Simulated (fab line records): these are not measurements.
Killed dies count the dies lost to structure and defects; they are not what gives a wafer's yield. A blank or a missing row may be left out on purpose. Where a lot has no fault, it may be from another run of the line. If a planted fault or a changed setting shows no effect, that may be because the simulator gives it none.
Matching of chambers    flow nand_harc    NHARC_THIN_TSV_CMP_01 on cmp-03 has 4 sister chambers
The step polishes. 8 wafers are shown with their chamber, then 7 later ones without.

== WAFERS PAIRED WITH THEIR CHAMBERS ==
wafer   chamber  motor_current_A (A)
L835.2  3        12.2
L838.4  2        14.0
L838.5  1        11.7
L840.1  0        10.8
L840.3  3        12.4
L840.5  2        14.7
L843.2  0        11.2
L843.4  1        11.7

== WAFERS WHOSE CHAMBER IS MISSING ==
wafer   motor_current_A (A)
L843.6  11.1
L849.3  11.5
L849.4  12.3
L849.6  11.4
L848.1  11.3
L848.3  11.3
L848.5  11.6

== THE CHAMBER EACH PASSED THROUGH ==
wafer   from the rows above      in truth
L843.6  can't be placed: 0 or 1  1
L849.3  can't be placed: 1 or 0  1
L849.4  3                        3
L849.6  can't be placed: 1 or 0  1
L848.1  can't be placed: 0 or 1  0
L848.3  can't be placed: 0 or 1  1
L848.5  can't be placed: 1 or 0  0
Correctly placed: 1 of 7. Can't be placed from these rows: 6 (the true chamber is among the candidates in 6). Wrongly placed: 0.
How it was worked out, from the rows above alone: a wafer's distance from a chamber is the root of the sum, over the readings, of the square of ((its reading less the chamber's mean) divided by the reading's scatter). The wafer belongs to the nearest chamber; if the next one is less than 2 further off, it can't be placed. For every chamber, the mean is computed from those of its wafers that are shown. The scatter: the root of (the sum of the squares of (reading less its chamber's mean) over the shown wafers, divided by (wafers less chambers)).
